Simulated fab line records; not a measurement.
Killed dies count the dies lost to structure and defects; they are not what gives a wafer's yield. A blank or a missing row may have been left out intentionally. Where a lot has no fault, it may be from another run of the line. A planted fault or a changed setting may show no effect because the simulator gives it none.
Which tool did it? -- flow nand-harc -- 24 lots with 72 wafers sampled at 5 steps, on a route of 1302 steps

## WHAT THE GAUGES READ, wafer by wafer
NHARC_A_BLC_INSPECT_28.
lot,measured,on,raw-defect-count
L074,day 22 12:44,defect-inspect-01,528 550 716
L076,day 22 19:53,defect-inspect-01,423 716 460
L075,day 23 08:30,defect-inspect-02,514 566 546
L078,day 23 19:13,defect-inspect-01,663 572 466
L077,day 23 18:44,defect-inspect-01,436 608 476
L079,day 24 01:38,defect-inspect-02,457 413 612
L081,day 25 16:56,defect-inspect-02,755 863 677
L080,day 26 05:17,defect-inspect-02,536 505 552
L083,day 26 11:54,defect-inspect-02,456 398 455
L082,day 26 13:50,defect-inspect-01,586 463 797
L084,day 26 17:22,defect-inspect-02,456 437 385
L085,day 27 07:39,defect-inspect-01,590 536 462
L086,day 27 21:13,defect-inspect-02,442 499 576
L087,day 27 22:12,defect-inspect-02,622 550 503
L088,day 28 14:46,defect-inspect-02,498 532 543
L089,day 28 19:10,defect-inspect-01,421 553 379
L091,day 29 00:45,defect-inspect-02,396 365 344
L090,day 29 15:19,defect-inspect-01,390 545 531
L092,day 30 03:00,defect-inspect-01,839 524 636
L093,day 30 15:44,defect-inspect-01,640 642 601
L094,day 31 19:16,defect-inspect-01,354 611 524
L096,day 32 00:34,defect-inspect-01,535 671 511
L097,day 32 01:10,defect-inspect-01,486 606 361
L095,day 32 03:43,defect-inspect-01,573 587 535

## WHAT TOOL EACH LOT RAN ON (gives the tool, then ch and the chambers of the sampled wafers, and finally the start)
lot,NHARC_A_CONTACT_ETCH_88,NHARC_A_CONTACT_ETCH_139,NHARC_A_CONTACT_ALD_18,NHARC_A_BLC_DESCUM_15
L074,"rie-diel-10 ch 0,1,3, day 22 02:41","har-cap-etch-03 ch 0,1, day 22 05:37","ald-metal-04 ch 0,1,2, day 22 07:39","rie-diel-06 ch 0,2,3, day 22 09:49"
L076,"rie-diel-10 ch 0,1,2, day 22 10:02","har-cap-etch-02 ch 1, day 22 13:10","ald-metal-04 ch 0,1,3, day 22 14:55","rie-diel-06 ch 0,1, day 22 16:57"
L075,"rie-diel-10 ch 0,2,3, day 22 19:28","har-cap-etch-03 ch 0,1, day 22 21:52","ald-metal-03 ch 0,1,3, day 22 23:35","rie-diel-12 ch 1,3, day 23 01:42"
L078,"rie-diel-10 ch 0,1,2, day 23 07:13","har-cap-etch-03 ch 0,1, day 23 09:32","ald-metal-03 ch 0,3, day 23 14:04","rie-diel-12 ch 0,1,2, day 23 16:07"
L077,"rie-diel-10 ch 0,2, day 23 09:31","har-cap-etch-02 ch 0,1, day 23 11:55","ald-metal-04 ch 1,2, day 23 13:33","rie-diel-06 ch 1,2,3, day 23 15:46"
L079,"rie-diel-10 ch 1,3, day 23 16:00","har-cap-etch-01 ch 0,1, day 23 18:22","ald-metal-04 ch 0,1,2, day 23 20:30","rie-diel-04 ch 0,1,2, day 23 22:41"
L081,"rie-diel-03 ch 1,2,3, day 25 07:04","har-cap-etch-02 ch 0,1, day 25 09:31","ald-metal-04 ch 0,1,3, day 25 11:07","rie-diel-04 ch 0,3, day 25 13:17"
L080,"rie-diel-13 ch 1,3, day 25 19:55","har-cap-etch-03 ch 0,1, day 25 22:31","ald-metal-03 ch 1,2,3, day 26 00:14","rie-diel-06 ch 0,1,2, day 26 02:19"
L083,"rie-diel-13 ch 0,1,3, day 26 01:43","har-cap-etch-02 ch 0,1, day 26 04:40","ald-metal-04 ch 0,2, day 26 06:31","rie-diel-04 ch 1,3, day 26 08:44"
L082,"rie-diel-13 ch 1,2, day 26 04:17","har-cap-etch-01 ch 0,1, day 26 06:45","ald-metal-01 ch 0,3, day 26 08:29","rie-diel-04 ch 1,2, day 26 10:41"
L084,"rie-diel-10 ch 1,2,3, day 26 07:47","har-cap-etch-03 ch 0,1, day 26 10:12","ald-metal-03 ch 0,1,3, day 26 11:51","rie-diel-06 ch 0,2,3, day 26 14:04"
L085,"rie-diel-03 ch 0,1,2, day 26 22:25","har-cap-etch-02 ch 0,1, day 27 00:48","ald-metal-01 ch 1,3, day 27 02:33","rie-diel-04 ch 1,2,3, day 27 04:43"
L086,"rie-diel-10 ch 0,1, day 27 11:55","har-cap-etch-03 ch 0,1, day 27 14:23","ald-metal-03 ch 0,1,3, day 27 16:04","rie-diel-06 ch 1,2, day 27 18:13"
L087,"rie-diel-10 ch 0,2,3, day 27 13:10","har-cap-etch-02 ch 0,1, day 27 15:29","ald-metal-01 ch 0,2, day 27 17:14","rie-diel-06 ch 0,1, day 27 19:17"
L088,"rie-diel-10 ch 0,2, day 28 03:41","har-cap-etch-03 ch 0,1, day 28 07:06","ald-metal-03 ch 1,2,3, day 28 08:55","rie-diel-06 ch 1,2,3, day 28 11:50"
L089,"rie-diel-10 ch 0,1, day 28 09:27","har-cap-etch-03 ch 0,1, day 28 12:20","ald-metal-03 ch 1,2,3, day 28 14:05","rie-diel-04 ch 1,2, day 28 16:13"
L091,"rie-diel-10 ch 0,1,2, day 28 15:34","har-cap-etch-01 ch 0,1, day 28 17:53","ald-metal-04 ch 0,1,2, day 28 19:39","rie-diel-04 ch 0,1,3, day 28 21:48"
L090,"rie-diel-03 ch 1,2,3, day 29 06:09","har-cap-etch-01 ch 0,1, day 29 08:34","ald-metal-03 ch 0,1,2, day 29 10:13","rie-diel-04 ch 0,2,3, day 29 12:22"
L092,"rie-diel-13 ch 1,3, day 29 17:47","har-cap-etch-01 ch 0,1, day 29 20:13","ald-metal-01 ch 1,3, day 29 21:50","rie-diel-06 ch 1,2,3, day 30 00:02"
L093,"rie-diel-10 ch 0,2, day 30 06:31","har-cap-etch-03 ch 0,1, day 30 08:55","ald-metal-04 ch 0,1,3, day 30 10:34","rie-diel-04 ch 0,1,3, day 30 12:47"
L094,"rie-diel-10 ch 1,2, day 31 09:51","har-cap-etch-02 ch 0,1, day 31 12:22","ald-metal-01 ch 0,2,3, day 31 14:05","rie-diel-04 ch 1,3, day 31 16:16"
L096,"rie-diel-03 ch 2,3, day 31 14:22","har-cap-etch-01 ch 0,1, day 31 17:06","ald-metal-04 ch 0,1,3, day 31 18:50","rie-diel-06 ch 1,2, day 31 21:12"
L097,"rie-diel-10 ch 1,2,3, day 31 16:07","har-cap-etch-02 ch 0,1, day 31 18:31","ald-metal-01 ch 2,3, day 31 20:11","rie-diel-06 ch 0,2, day 31 22:14"
L095,"rie-diel-13 ch 2,3, day 31 18:11","har-cap-etch-03 ch 0,1, day 31 20:35","ald-metal-03 ch 0,1, day 31 22:17","rie-diel-06 ch 0,3, day 32 00:20"
- NHARC_A_CONTACT_ETCH_88: etches the open film in CF4, target depth 39 nm, time 65 s.
- NHARC_A_CONTACT_ETCH_139: etches the open film in C4F8/O2/Ar, time 195 s, target depth 840 nm.
- NHARC_A_CONTACT_ALD_18: deposits TiN, target thk 3 nm, pulse time 1 s, ald cycles 150.
- NHARC_A_BLC_DESCUM_15: chemistry O2, time 3 s.

## AS READ BY THE TOOLS THEMSELVES (means over the sampled wafers that have a number; for cases with no such wafer, the mark the record gives instead)
NHARC_A_CONTACT_ETCH_88.
lot,tool,drypump-motor-current-A (A),mfc-ar-sccm (sccm),oes-product-au (a.u.),rf-vpp-V (V),showerhead-plenum-p-Torr (Torr),throttle-valve-pct (%)
L074,rie-diel-10,6.1,0.009,1.001,152.1,1.78,13.272
L076,rie-diel-10,5.9,0.012,0.996,152.0,1.82,13.289
L075,rie-diel-10,5.9,0.019,1.003,152.0,1.80,13.288
L078,rie-diel-10,5.9,0.012,0.997,152.2,1.82,13.283
L077,rie-diel-10,5.6,0.022,0.997,152.0,1.84,13.289
L079,rie-diel-10,6.5,0.014,1.005,150.2,1.76,13.295
L081,rie-diel-03,5.6,0.000,0.995,151.4,1.78,13.289
L080,rie-diel-13,5.4,0.023,1.002,151.5,1.67,13.292
L083,rie-diel-13,5.4,0.012,1.000,151.0,1.74,13.290
L082,rie-diel-13,6.2,0.028,1.002,150.6,1.69,13.280
L084,rie-diel-10,6.3,0.017,0.988,151.6,1.80,13.280
L085,rie-diel-03,5.6,0.000,0.997,151.4,1.71,13.286
L086,rie-diel-10,5.7,0.004,0.992,151.7,1.79,13.281
L087,rie-diel-10,5.9,0.019,0.993,151.1,1.79,13.295
L088,rie-diel-10,5.6,0.022,0.993,151.8,1.83,13.288
L089,rie-diel-10,5.7,0.004,0.994,151.4,1.79,13.284
L091,rie-diel-10,5.9,0.012,0.995,151.1,1.81,13.289
L090,rie-diel-03,5.6,0.000,0.994,151.5,1.77,13.283
L092,rie-diel-13,5.4,0.012,1.000,150.8,1.66,13.279
L093,rie-diel-10,5.5,0.014,0.992,151.4,1.80,13.272
L094,rie-diel-10,6.3,0.010,0.982,152.2,1.81,13.277
L096,rie-diel-03,5.8,0.000,1.002,151.0,1.72,13.285
L097,rie-diel-10,6.3,0.017,0.994,152.2,1.80,13.281
L095,rie-diel-13,5.9,0.037,0.995,150.5,1.67,13.291

NHARC_A_CONTACT_ETCH_139.
lot,tool,oes-air-line-au (a.u.)
L074,har-cap-etch-03,1.004
L076,har-cap-etch-02,0.996
L075,har-cap-etch-03,0.996
L078,har-cap-etch-03,0.993
L077,har-cap-etch-02,1.006
L079,har-cap-etch-01,0.999
L081,har-cap-etch-02,1.009
L080,har-cap-etch-03,0.993
L083,har-cap-etch-02,0.987
L082,har-cap-etch-01,0.993
L084,har-cap-etch-03,1.005
L085,har-cap-etch-02,0.991
L086,har-cap-etch-03,0.992
L087,har-cap-etch-02,1.008
L088,har-cap-etch-03,1.016
L089,har-cap-etch-03,1.005
L091,har-cap-etch-01,1.012
L090,har-cap-etch-01,0.997
L092,har-cap-etch-01,0.995
L093,har-cap-etch-03,0.996
L094,har-cap-etch-02,0.989
L096,har-cap-etch-01,1.006
L097,har-cap-etch-02,0.996
L095,har-cap-etch-03,0.992

NHARC_A_CONTACT_ALD_18.
lot,tool,heater-power-outer-w (W),heater-power-w (W),precursor-pulse-height-rel
L074,ald-metal-04,625,1047,0.999
L076,ald-metal-04,707,1139,0.975
L075,ald-metal-03,636,1038,1.005
L078,ald-metal-03,674,1118,1.006
L077,ald-metal-04,577,952,1.018
L079,ald-metal-04,635,1029,1.004
L081,ald-metal-04,704,1158,1.026
L080,ald-metal-03,643,1062,0.996
L083,ald-metal-04,643,1051,1.001
L082,ald-metal-01,799,1178,0.985
L084,ald-metal-03,649,1060,1.012
L085,ald-metal-01,879,1293,0.994
L086,ald-metal-03,662,1056,1.016
L087,ald-metal-01,669,998,0.996
L088,ald-metal-03,642,1061,1.004
L089,ald-metal-03,646,1077,1.006
L091,ald-metal-04,630,1030,1.017
L090,ald-metal-03,665,1072,1.024
L092,ald-metal-01,876,1306,0.998
L093,ald-metal-04,731,1173,0.996
L094,ald-metal-01,719,1115,0.985
L096,ald-metal-04,728,1178,1.007
L097,ald-metal-01,711,1129,0.983
L095,ald-metal-03,632,1002,0.985

NHARC_A_BLC_DESCUM_15.
lot,tool,drypump-motor-current-A (A),mfc-ar-sccm (sccm),oes-product-au (a.u.),rf-vpp-V (V),showerhead-plenum-p-Torr (Torr),throttle-valve-pct (%)
L074,rie-diel-06,6.0,0.004,1.007,57.5,1.95,11.313
L076,rie-diel-06,6.3,0.009,1.004,57.1,1.90,11.314
L075,rie-diel-12,5.6,0.022,0.991,57.3,1.82,11.319
L078,rie-diel-12,5.6,0.024,0.996,58.1,1.84,11.307
L077,rie-diel-06,5.7,0.001,0.992,57.5,2.01,11.308
L079,rie-diel-04,5.6,0.013,1.003,57.4,2.02,11.309
L081,rie-diel-04,5.4,0.004,0.998,58.0,1.98,11.304
L080,rie-diel-06,6.1,0.005,1.008,57.8,1.95,11.311
L083,rie-diel-04,6.1,0.009,1.005,57.8,1.92,11.315
L082,rie-diel-04,5.7,0.027,1.010,58.2,2.02,11.313
L084,rie-diel-06,5.9,0.004,1.003,57.3,1.95,11.310
L085,rie-diel-04,5.9,0.018,1.004,57.9,1.97,11.315
L086,rie-diel-06,6.0,0.001,1.008,58.1,2.01,11.307
L087,rie-diel-06,6.2,0.009,1.007,57.9,1.89,11.301
L088,rie-diel-06,5.7,0.001,1.008,58.1,2.01,11.311
L089,rie-diel-04,5.9,0.013,1.003,58.3,2.01,11.308
L091,rie-diel-04,5.8,0.004,1.002,58.8,1.97,11.308
L090,rie-diel-04,5.5,0.018,0.994,58.4,1.98,11.313
L092,rie-diel-06,5.8,0.001,0.996,57.8,2.01,11.309
L093,rie-diel-04,5.8,0.004,1.004,57.3,1.97,11.313
L094,rie-diel-04,6.2,0.004,1.013,57.8,1.96,11.309
L096,rie-diel-06,5.8,0.002,0.992,57.4,2.01,11.313
L097,rie-diel-06,6.2,0.005,1.017,58.2,1.94,11.324
L095,rie-diel-06,6.1,0.008,1.015,57.9,1.89,11.306

## THE ANSWER, worked out from the rows above alone
Rule: usual is defined by the lots themselves. The widest of any qualifying gaps counts: lots, ordered by their means at a reading, are off when they make up no more than a third of the lots, leave a main group of 4 or more, and stand apart from it by 3 or more times the standard deviation of that group's means. A main group is skipped when, at the precision printed for the reading in the tables above, its means are all equal. A lot without any number at a reading at which 4 lots or more have one is off too. Where the step has rows for the other lots, those lots are counted as sound. First the gauges in route order, then the tools' own readings, where a lot's mean is used as printed above. At the first step where some lot is off, the reading lying furthest off is the one used; lots without a number count as furthest.
No lot is off at any reading shown: from this, nothing can be told.

## WHAT HAD BEEN PUT IN BY THE SIMULATOR
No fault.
